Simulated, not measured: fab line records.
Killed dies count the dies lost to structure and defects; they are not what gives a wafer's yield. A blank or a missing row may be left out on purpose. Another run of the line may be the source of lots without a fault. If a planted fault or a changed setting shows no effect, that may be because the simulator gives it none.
Comparing a struck lot with a sound one :: flow n5_finfet :: 25 steps out of a route of 1938
Sound: the wafers L265.2, L265.3, L265.4. Struck: wafers L267.2, L267.6. (L267.3 of the same lot was not struck and is left out.) The cause comes at the end.
For every step that has rows: the tool of each side, followed by ch and its chambers, followed by its first start. Under that, the readings that differ: sound wafers :: struck wafers :: difference of the means :: sigmas: that difference in standard deviations of wafers without a fault.
alike: words and numbers the same on both sides, and readings whose means are apart by under 2 such deviations; not compared: readings that were withheld, readings missing a value for some wafer, numbers with overlapping values and no deviation given by the record, and bounds like >300 which may hide the same value.
Wherever a step has rows on one side only, a row that says differs or no value, or a row with sigmas, the two part there. Numbers that don't overlap but have no deviation are shown without sigmas and don't part them. Lack of a reading on every wafer of one side parts them only where that side has two or more wafers.

first, 9 steps without rows for these wafers: N5_PASSIVATION_HARDBAKE_31 (time 120 s); N5_PASSIVATION_DESCUM_32 (chemistry O2, time 7.9 s); N5_PASSIVATION_AL_ETCH_33 (etches Al in Cl2/BCl3, stops on TaN, target depth 2800 nm, time 466.7 s); N5_PASSIVATION_ETCH_59 (etches TaN in Cl2/BCl3, target depth 65 nm, time 34.9 s); N5_PASSIVATION_STRIP_34 (strips in O2); N5_PASSIVATION_STRIP_51 (strips in post etch residue remover, time 1200 s); N5_PASSIVATION_CLEAN_69 (cleans in IPA, time 180 s); N5_PASSIVATION_SRD_70 (time 30 s); N5_PASSIVATION_PECVD_53 (deposits SiO2 from TEOS/O2, target thk 800 nm, time 169.4 s).
N5_PASSIVATION_PECVD_35: deposits SiNx from SiH4/NH3/N2, target thk 700 nm, time 151.3 s.
  sound on pecvd-03 ch 0,1,2, day 15 15:12; struck on pecvd-03 ch 0,1, day 16 22:01
reading: run_length_s (s)
sound: 195.1 195.5 195.7
struck: 154.0 154.2
difference: -41.3
sigmas: -92

reading: model.SiNx_of_PASSIVATION_PECVD_35.thk_nm (nm)
sound: 694.6 693.8 709
struck: 511.2 519.2
difference: -183.9
sigmas: 
  alike: heater_power_w, showerhead_plenum_p_Torr, throttle_valve_pct
then, 12 steps without rows for these wafers: N5_PASSIVATION_HMDS_37 (time 60 s); N5_PASSIVATION_COAT_38; N5_PASSIVATION_EBR_40; N5_PASSIVATION_SOFTBAKE_39 (time 120 s); N5_PASSIVATION_EXPOSE_41 (exposes mask PASS OPEN, defocus 0 nm, target cd 40000 nm); N5_PASSIVATION_PEB_42; N5_PASSIVATION_DEVELOP_43 (develop time 60 s); N5_PASSIVATION_HARDBAKE_45 (time 120 s); N5_PASSIVATION_DESCUM_46 (chemistry O2, time 7.9 s); N5_PASSIVATION_PASS_ETCH_47 (etches SiNx in CF4/O2, target depth 770 nm, time 385 s); N5_PASSIVATION_ETCH_54 (etches SiO2 in CHF3/O2, target depth 880 nm, time 440 s); N5_PASSIVATION_STRIP_48 (strips in O2).
N5_PASSIVATION_STRIP_52: strips in post etch residue remover, time 1200 s.
  sound on wet_bench-04 ch 5,6,7, day 15 16:43; struck on wet_bench-01 ch 1,3, day 16 23:17
reading: model.SiNx_of_PASSIVATION_PECVD_35.thk_nm (nm)
sound: 694.2 693.4 708.6
struck: 510.8 518.8
difference: -183.9
sigmas: 
then, 2 steps without rows for these wafers: N5_PASSIVATION_CLEAN_71 (cleans in IPA, time 180 s); N5_PASSIVATION_PROBE_49.

## WHERE THEY PART
At N5_PASSIVATION_PECVD_35 and nowhere else, as far as this record goes.

WHY: what had been put in by the simulator
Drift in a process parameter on pecvd-03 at N5_PASSIVATION_PECVD_35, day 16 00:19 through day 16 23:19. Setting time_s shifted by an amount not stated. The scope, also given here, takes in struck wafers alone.
